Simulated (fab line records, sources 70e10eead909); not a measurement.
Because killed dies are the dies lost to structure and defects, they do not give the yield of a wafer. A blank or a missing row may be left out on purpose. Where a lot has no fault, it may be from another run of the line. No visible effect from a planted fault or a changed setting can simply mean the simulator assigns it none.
Which tool was responsible?    flow nand_harc    14 lots with 42 wafers sampled at 4 steps, on a route of 1159 steps

WHAT EACH GAUGE READ, for each wafer
Not one reading of a measure or inspect step in the record can be checked against a usual standard deviation.

TOOL THAT RAN EACH LOT (tool first, then ch and the chambers of the sampled wafers, then the start)
lot   NHARC_A_STAIRCASE_TRIM_24                      NHARC_A_STAIRCASE_ETCH_192          NHARC_A_STAIRCASE_TRIM_193      NHARC_A_STAIRCASE_ETCH_199
L157  rie_diel-03 ch 0,2,3, day 10 17:46 or earlier  rie_diel-03 ch 0,1,3, day 10 17:46  rie_diel-03 ch 0,2,3, no start  rie_diel-02 ch 1,2,3, no start
L159  rie_diel-02 ch 0,2,3, day 11 14:08 or earlier  rie_diel-03 ch 0,2, day 11 14:08    rie_diel-03 ch 0,1, no start    rie_diel-11 ch 0,1,2, no start
L158  rie_diel-11 ch 1,2,3, day 11 14:36 or earlier  rie_diel-02 ch 0,2,3, day 11 14:36  rie_diel-02 ch 1,2,3, no start  rie_diel-02 ch 0,2,3, no start
L160  rie_diel-11 ch 0,3, day 12 01:17 or earlier    rie_diel-03 ch 2,3, day 12 01:17    rie_diel-03 ch 0,1, no start    rie_diel-03 ch 1,2, no start
L161  rie_diel-03 ch 1,2, day 12 01:38 or earlier    rie_diel-11 ch 0,1,3, day 12 01:38  rie_diel-11 ch 0,1,3, no start  rie_diel-11 ch 1,3, no start
L163  rie_diel-02 ch 0,2,3, day 12 18:35 or earlier  rie_diel-02 ch 1,2,3, day 12 18:35  rie_diel-02 ch 0,1,3, no start  rie_diel-02 ch 1,2,3, no start
L162  rie_diel-03 ch 1,2,3, day 12 17:50 or earlier  rie_diel-11 ch 1,2, day 12 17:50    rie_diel-11 ch 0,2, no start    rie_diel-11 ch 0,1, no start
L164  rie_diel-02 ch 1,2, day 13 01:18 or earlier    rie_diel-02 ch 0,1,3, day 13 01:18  rie_diel-02 ch 0,1,2, no start  rie_diel-11 ch 0,1,3, no start
L166  rie_diel-11 ch 0,1, day 13 02:47 or earlier    rie_diel-02 ch 0,2,3, day 13 02:47  rie_diel-02 ch 0,3, no start    rie_diel-03 ch 0,2,3, no start
L165  rie_diel-11 ch 0,1,3, day 13 07:10 or earlier  rie_diel-02 ch 0,1,2, day 13 07:10  rie_diel-02 ch 0,1,2, no start  rie_diel-02 ch 0,1,2, no start
L169  rie_diel-11 ch 1,2,3, day 14 05:22 or earlier  rie_diel-11 ch 1,2,3, day 14 05:22  rie_diel-11 ch 1,2,3, no start  rie_diel-11 ch 1,2,3, no start
L175  rie_diel-03 ch 2,3, day 15 12:17 or earlier    rie_diel-02 ch 1,2,3, day 15 12:17  rie_diel-02 ch 0,1,2, no start  rie_diel-02 ch 0,1,2, no start
L176  rie_diel-11 ch 0,3, day 15 12:29 or earlier    rie_diel-02 ch 0,3, day 15 12:29    rie_diel-02 ch 0,1, no start    rie_diel-11 ch 0,2,3, no start
L178  rie_diel-02 ch 0,1, day 16 06:49 or earlier    rie_diel-11 ch 0,2,3, day 16 06:49  rie_diel-11 ch 0,2,3, no start  rie_diel-11 ch 0,2,3, no start
- NHARC_A_STAIRCASE_TRIM_24: chemistry O2, time 211.2 s.
- NHARC_A_STAIRCASE_ETCH_192: etches the open film in C4F8/O2, target depth 100 nm, time 40.5 s.
- NHARC_A_STAIRCASE_TRIM_193: chemistry O2, time 211.2 s.
- NHARC_A_STAIRCASE_ETCH_199: etches the open film in C4F8/O2, target depth 100 nm, time 40.5 s.

WHAT THE TOOLS THEMSELVES READ (means of the sampled wafers that have a number; where no wafer has one, the mark that the record gives instead)
NHARC_A_STAIRCASE_TRIM_24.
lot   tool         drypump_motor_current_A (A)  oes_product_au (a.u.)  rf_vpp_V (V)  showerhead_plenum_p_Torr (Torr)  throttle_valve_pct (%)
L157  rie_diel-03  5.6                          1.001                  58.1          3.62                             17.038
L159  rie_diel-02  5.7                          0.999                  57.5          3.60                             17.038
L158  rie_diel-11  5.7                          0.985                  56.9          3.33                             17.041
L160  rie_diel-11  6.3                          0.986                  57.9          3.65                             17.033
L161  rie_diel-03  5.3                          0.999                  57.8          3.55                             17.029
L163  rie_diel-02  5.7                          1.006                  57.2          3.60                             17.034
L162  rie_diel-03  5.4                          1.000                  57.8          3.51                             17.034
L164  rie_diel-02  6.7                          1.002                  58.5          3.62                             17.039
L166  rie_diel-11  6.4                          0.990                  58.3          3.63                             17.038
L165  rie_diel-11  5.9                          0.979                  58.1          3.49                             17.033
L169  rie_diel-11  5.6                          0.981                  57.1          3.33                             17.044
L175  rie_diel-03  5.5                          1.022                  58.5          3.60                             17.028
L176  rie_diel-11  5.9                          0.977                  58.9          3.49                             17.040
L178  rie_diel-02  6.0                          1.012                  58.0          3.70                             17.035

NHARC_A_STAIRCASE_ETCH_192.
lot   tool         bias_w (W)  oes_product_au (a.u.)  rf_fwd_power_W (W)  rf_vpp_V (V)  run_length_s (s)
L157  rie_diel-03  1000.0      0.949                  589.3               896           61.71
L159  rie_diel-03  1001.7      0.955                  591.8               904           61.89
L158  rie_diel-02  1000.7      0.935                  591.4               899           61.76
L160  rie_diel-03  1000.8      0.942                  587.9               894           61.89
L161  rie_diel-11  997.9       0.924                  591.2               894           61.61
L163  rie_diel-02  998.3       0.941                  591.4               898           61.95
L162  rie_diel-11  1002.0      0.941                  592.8               888           62.06
L164  rie_diel-02  999.7       0.939                  590.4               900           61.75
L166  rie_diel-02  1002.0      0.933                  593.2               899           61.76
L165  rie_diel-02  1000.2      0.940                  591.7               901           61.95
L169  rie_diel-11  999.5       0.913                  592.5               889           61.62
L175  rie_diel-02  1000.3      0.950                  592.4               897           74.43
L176  rie_diel-02  996.3       0.942                  590.3               895           74.77
L178  rie_diel-11  994.7       0.944                  590.8               894           61.93

NHARC_A_STAIRCASE_TRIM_193.
lot   tool         drypump_motor_current_A (A)  oes_product_au (a.u.)  rf_vpp_V (V)  showerhead_plenum_p_Torr (Torr)  throttle_valve_pct (%)
L157  rie_diel-03  5.6                          1.001                  58.2          3.62                             17.039
L159  rie_diel-03  5.4                          0.993                  57.3          3.55                             17.034
L158  rie_diel-02  6.3                          1.002                  58.0          3.57                             17.034
L160  rie_diel-03  5.4                          1.004                  57.4          3.55                             17.028
L161  rie_diel-11  5.9                          0.985                  57.6          3.49                             17.039
L163  rie_diel-02  5.7                          1.010                  57.8          3.62                             17.032
L162  rie_diel-11  6.3                          1.000                  57.1          3.48                             17.042
L164  rie_diel-02  6.1                          0.998                  58.4          3.68                             17.040
L166  rie_diel-02  5.3                          0.998                  56.7          3.53                             17.033
L165  rie_diel-02  6.1                          0.996                  58.1          3.68                             17.032
L169  rie_diel-11  5.6                          0.990                  57.4          3.32                             17.035
L175  rie_diel-02  6.1                          1.012                  57.9          3.67                             17.035
L176  rie_diel-02  6.0                          1.012                  57.8          3.70                             17.037
L178  rie_diel-11  6.1                          0.996                  57.4          3.47                             17.036

NHARC_A_STAIRCASE_ETCH_199.
lot   tool         bias_w (W)  oes_product_au (a.u.)  rf_fwd_power_W (W)  rf_vpp_V (V)  run_length_s (s)
L157  rie_diel-02  998.2       0.933                  590.0               896           61.63
L159  rie_diel-11  999.2       0.955                  592.5               895           61.89
L158  rie_diel-02  999.1       0.939                  591.8               898           61.63
L160  rie_diel-03  1002.2      0.943                  594.4               901           62.00
L161  rie_diel-11  1000.4      0.920                  591.6               889           61.58
L163  rie_diel-02  998.7       0.955                  591.5               897           61.67
L162  rie_diel-11  1001.6      0.920                  588.6               899           61.88
L164  rie_diel-11  1000.0      0.924                  589.8               894           61.63
L166  rie_diel-03  1002.1      0.958                  586.3               899           61.67
L165  rie_diel-02  1002.2      0.941                  592.2               901           61.63
L169  rie_diel-11  1002.1      0.912                  593.2               889           61.59
L175  rie_diel-02  1000.0      0.940                  591.3               902           62.03
L176  rie_diel-11  1000.5      0.930                  590.1               893           61.87
L178  rie_diel-11  1000.1      0.936                  591.0               894           62.23

THE ANSWER, worked out from the rows above alone
Rule: what is usual is taken from the lots themselves. The widest of any qualifying gaps counts: lots, ordered by their means at a reading, are off when they make up no more than a third of the lots, leave a main group of 4 or more, and stand apart from it by 3 or more times the standard deviation of that group's means. If all means in a main group match to the digits the tables above print for the reading, that group is not used. Also off: a lot with no number at a reading for which 4 or more lots have one. Where the step has rows for the other lots, those lots are counted as sound. After the gauges, taken in route order, come the tools' own readings; for these a lot's mean is taken, as printed above. The first step at which some lot is off is used, and at that step the reading that is off furthest; a lot without a number counts as furthest.
Off: L175, L176, at NHARC_A_STAIRCASE_ETCH_192 (run_length_s). The main group: mean 61.82 s, standard deviation 0.14.
A tool fits if, at that step or a process step before it, it ran every lot that is off, and no sound lot after the first of them. NHARC_A_STAIRCASE_TRIM_24 gives no start for some lots, so the hours and the order of its lots are those of NHARC_A_STAIRCASE_ETCH_192. One fits: rie_diel-02 at NHARC_A_STAIRCASE_ETCH_192. Its last sound lot is L165 (day 13 07:10), its first lot that is off L175 (day 15 12:17): a fault that began between those two fits.
On the lots that are off, the tool's own readings at NHARC_A_STAIRCASE_ETCH_192 differ by more than 5 times the standard deviation of the sound lots' means, which bears it out; run_length_s reads 74.60 s there versus 61.82 s on the sound lots.

WHAT THE SIMULATOR PUT IN
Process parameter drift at NHARC_A_STAIRCASE_ETCH_192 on rie_diel-02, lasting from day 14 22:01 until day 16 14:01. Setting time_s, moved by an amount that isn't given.
Struck lots among those shown: L175, L176. The same result came from the rule above.
